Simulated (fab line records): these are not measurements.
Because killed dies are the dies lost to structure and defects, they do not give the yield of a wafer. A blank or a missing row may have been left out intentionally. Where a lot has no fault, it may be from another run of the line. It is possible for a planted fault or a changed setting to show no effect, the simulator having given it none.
Which tool is to blame? ; flow n5-finfet ; Sampling: 9 lots, 25 wafers, 7 of 1938 route steps

## WHAT THE GAUGES SHOWED, per wafer
N5_BEOL_M12_OCD_MEAS_35.
lot;measured;on;trench-depth-nm (nm)
L303;day 11 17:05;ocd-01;319 327 327
L304;day 12 16:13;ocd-02;326 327 325
L310;day 13 13:29;ocd-02;314 238
L309;day 13 18:05;ocd-01;242 312
L318;day 16 20:03;ocd-01;314 325 317
L321;day 17 00:02;ocd-02;324 314 317
L320;day 17 09:11;ocd-02;318 329 324
L324;day 18 06:09;ocd-02;325 310 323
L322;day 18 06:55;ocd-01;316 316 317

N5_BEOL_M12_THK_MEAS_50: measures by xrf.
lot;measured;on;M12_THK (nm)
L303;day 12 03:32;film-metro-02;318 326 327
L304;day 12 18:08;film-metro-02;323 324 320
L310;day 13 14:56;film-metro-01;315 238
L309;day 13 21:01;film-metro-02;241 311
L318;day 16 23:04;film-metro-02;308 320 312
L321;day 17 02:57;film-metro-01;327 315 317
L320;day 17 14:53;film-metro-01;316 326 323
L324;day 18 07:50;film-metro-01;327 311 325
L322;day 18 08:26;film-metro-01;318 314 316

N5_BEOL_M12_RS_MEAS_54: measurement is done with a four-point probe.
lot;measured;on;M12_RS (ohm/sq)
L303;day 12 03:40;film-metro-01;0.0599 0.0581 0.0584
L304;day 12 18:16;film-metro-02;0.0586 0.0586 0.0590
L310;day 13 15:04;film-metro-01;0.0608 0.0819
L309;day 13 21:08;film-metro-01;0.0800 0.0611
L318;day 16 23:11;film-metro-01;0.0610 0.0589 0.0603
L321;day 17 03:04;film-metro-02;0.0588 0.0605 0.0604
L320;day 17 15:01;film-metro-02;0.0605 0.0585 0.0591
L324;day 18 07:58;film-metro-01;0.0592 0.0621 0.0595
L322;day 18 08:34;film-metro-01;0.0604 0.0607 0.0605

N5_BEOL_M12_INSPECT_55: inspects for defects (darkfield).
lot;measured;on;raw-defect-count
L303;day 12 03:41;defect-inspect-01;45 32 35
L304;day 12 18:17;defect-inspect-01;36 32 42
L310;day 13 15:05;defect-inspect-01;105 61
L309;day 13 21:10;defect-inspect-01;37 76
L318;day 16 23:13;defect-inspect-01;56 62 35
L321;day 17 03:06;defect-inspect-02;74 71 69
L320;day 17 15:02;defect-inspect-02;41 51 65
L324;day 18 07:59;defect-inspect-01;54 83 59
L322;day 18 08:35;defect-inspect-02;45 52 67

## WHICH TOOL RAN EACH LOT (tool, then ch and the chambers of the sampled wafers, then the start)
lot;N5_BEOL_M12_ETCH_59;N5_BEOL_M12_ETCH_68;N5_BEOL_M12_TRENCH_ETCH_34
L303;rie-diel-06 ch 1,2, day 11 15:34;rie-diel-06 ch 0,1, day 11 16:44;rie-diel-06 ch 0,1, day 11 16:56
L304;rie-diel-06 ch 0,2, day 12 14:31;rie-diel-04 ch 0,1,3, day 12 15:53;rie-diel-04 ch 0,1,3, day 12 16:04
L310;rie-diel-06 ch 2,3, day 13 11:05;rie-diel-06 ch 1,2, day 13 13:13;rie-diel-06 ch 1,2, day 13 13:23
L309;rie-diel-06 ch 1,3, day 13 15:41;rie-diel-06 ch 0,2, day 13 17:45;rie-diel-06 ch 0,2, day 13 17:56
L318;rie-diel-06 ch 0,1,2, day 16 18:39;rie-diel-06 ch 0,1,2, day 16 19:43;rie-diel-06 ch 0,1,2, day 16 19:53
L321;rie-diel-04 ch 0,2,3, day 16 22:31;rie-diel-06 ch 0,1,3, day 16 23:42;rie-diel-06 ch 0,1,3, day 16 23:53
L320;rie-diel-05 ch 1,2, day 17 07:47;rie-diel-04 ch 0,2,3, day 17 08:50;rie-diel-04 ch 0,2,3, day 17 09:01
L324;rie-diel-04 ch 0,3, day 18 04:45;rie-diel-06 ch 0,1, day 18 05:49;rie-diel-06 ch 0,1, day 18 05:59
L322;rie-diel-06 ch 0,1,3, day 18 05:09;rie-diel-06 ch 1,2,3, day 18 06:35;rie-diel-06 ch 1,2,3, day 18 06:46
- N5_BEOL_M12_ETCH_59: etches BARC in N2/H2, target depth 89 nm, overetch 26.7 nm, time 67.9 s.
- N5_BEOL_M12_ETCH_68: etches SOC in N2/H2, time 285 s.
- N5_BEOL_M12_TRENCH_ETCH_34: etches SiOC in C4F8/O2/Ar, target depth 318.95 nm, time 125.5 s.

## AS READ BY THE TOOLS THEMSELVES (means over the sampled wafers that have a number; for cases with no such wafer, the mark the record gives instead)
N5_BEOL_M12_ETCH_59.
lot;tool;drypump-motor-current-A (A);oes-product-au (a.u.);rf-vpp-V (V);showerhead-plenum-p-Torr (Torr);throttle-valve-pct (%)
L303;rie-diel-06;5.65;0.70;524.1;2.54;17.69
L304;rie-diel-06;5.64;0.70;528.0;2.69;17.79
L310;rie-diel-06;5.51;0.73;526.7;2.63;17.42
L309;rie-diel-06;5.45;0.73;523.0;2.52;17.63
L318;rie-diel-06;5.65;0.66;524.2;2.60;17.81
L321;rie-diel-04;5.64;0.73;526.4;2.63;17.85
L320;rie-diel-05;5.93;0.68;524.6;2.56;17.67
L324;rie-diel-04;5.63;0.71;523.2;2.55;17.73
L322;rie-diel-06;5.50;0.67;524.3;2.56;17.83

N5_BEOL_M12_ETCH_68.
lot;tool;drypump-motor-current-A (A);oes-product-au (a.u.);rf-vpp-V (V);showerhead-plenum-p-Torr (Torr);throttle-valve-pct (%)
L303;rie-diel-06;5.59;0.83;525.2;2.62;17.81
L304;rie-diel-04;5.83;0.89;525.6;2.59;17.63
L310;rie-diel-06;5.67;0.80;524.0;2.56;17.55
L309;rie-diel-06;5.66;0.81;527.4;2.68;17.62
L318;rie-diel-06;5.65;0.78;524.7;2.60;17.70
L321;rie-diel-06;5.50;0.80;523.9;2.57;17.70
L320;rie-diel-04;5.65;0.87;526.4;2.63;17.74
L324;rie-diel-06;5.61;0.76;525.2;2.59;17.90
L322;rie-diel-06;5.55;0.78;523.9;2.55;17.53

N5_BEOL_M12_TRENCH_ETCH_34.
lot;tool;drypump-motor-current-A (A);oes-product-au (a.u.);rf-vpp-V (V);showerhead-plenum-p-Torr (Torr);throttle-valve-pct (%)
L303;rie-diel-06;5.58;0.82;668;3.50;24.18
L304;rie-diel-04;5.84;0.88;667;3.48;24.08
L310;rie-diel-06;5.68;0.74;666;3.47;24.03
L309;rie-diel-06;5.68;0.74;670;3.59;24.10
L318;rie-diel-06;5.65;0.78;667;3.49;24.15
L321;rie-diel-06;5.47;0.80;666;3.45;24.08
L320;rie-diel-04;5.63;0.87;669;3.52;24.20
L324;rie-diel-06;5.61;0.76;668;3.47;24.25
L322;rie-diel-06;5.57;0.79;665;3.45;24.01

## THE ANSWER, worked out from the rows above alone
Rule: usual is defined by the lots themselves. Put in order of their means at a reading, lots are off if they are a third of the lots or fewer, leave a main group of 4 or more, and stand apart from it by a gap of 3 or more times the standard deviation of the main group's means; of several such gaps the widest counts. A main group is skipped when, at the precision printed for the reading in the tables above, its means are all equal. Also off: a lot with no number at a reading for which 4 or more lots have one. All remaining lots with rows at the step are treated as sound. The gauges are gone through in route order, then the tools' own readings, and for those a lot's mean is taken as printed above. The first step at which some lot is off is used, and at that step the reading that is off furthest; a lot without a number counts as furthest.
Off at N5_BEOL_M12_OCD_MEAS_35 (trench-depth-nm): L310, L309. For the main group the mean is 321 nm and the standard deviation 3.4.
A tool fits if, at a process step before that reading, it ran every lot that is off, and no sound lot after the first of them. The gauges at N5_BEOL_M12_OCD_MEAS_35 aren't tried: what is off there is off at N5_BEOL_M12_THK_MEAS_50 too, on other tools, and a gauge's error can't cause that. Not one of the candidates tried fits.

## WHAT THE SIMULATOR HAD INSERTED
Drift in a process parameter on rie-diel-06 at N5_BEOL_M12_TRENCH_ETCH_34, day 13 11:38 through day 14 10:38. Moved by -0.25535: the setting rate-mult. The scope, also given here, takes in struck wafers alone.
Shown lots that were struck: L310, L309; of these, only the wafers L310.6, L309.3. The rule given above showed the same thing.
